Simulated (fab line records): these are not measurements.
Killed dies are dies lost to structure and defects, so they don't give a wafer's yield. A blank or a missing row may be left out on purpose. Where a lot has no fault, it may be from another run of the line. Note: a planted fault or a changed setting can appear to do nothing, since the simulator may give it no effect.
Chamber matching	flow nandHarc	NHARC_A_CHANNEL_FILL_D1_ALD_14 on aldHk-02 has 4 sister chambers
The step deposits SiO2, target thk 2.5 nm, pulse time 10 s, ald cycles 25. 4 wafers are shown with their chamber, then 10 later ones without.

== EACH WAFER AND ITS CHAMBER ==
wafer	chamber	heaterPowerW (W)
L079.4	2	406
L084.3	1	488
L083.4	0	550
L083.5	3	422

== WAFERS MISSING THEIR CHAMBER ==
wafer	heaterPowerW (W)
L083.6	412
L088.1	418
L088.2	551
L088.4	400
L091.2	582
L091.4	477
L091.5	427
L095.3	568
L095.4	497
L095.6	407

== THE CHAMBER EACH PASSED THROUGH ==
wafer	from the rows above	in truth
L083.6	can't be placed: 2 or 3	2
L088.1	can't be placed: 3 or 2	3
L088.2	0	0
L088.4	can't be placed: 2 or 3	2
L091.2	0	0
L091.4	1	1
L091.5	can't be placed: 3 or 2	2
L095.3	0	0
L095.4	1	1
L095.6	can't be placed: 2 or 3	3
Correctly placed: 5 of 10. Unplaceable from these rows: 5, with the true chamber sitting among the candidates in 5. 0 placed wrongly.
How it was worked out, from the rows above alone: a wafer's distance from a chamber is the root of the sum, over the readings, of the square of ((its reading less the chamber's mean) divided by the reading's scatter). The wafer belongs to the nearest chamber; if the next one is less than 2 further off, it can't be placed. For every chamber, the mean is computed from those of its wafers that are shown. The scatter (one wafer shown for each chamber): square how far every hidden wafer sits from the nearest shown wafer, average those squares and take the square root.
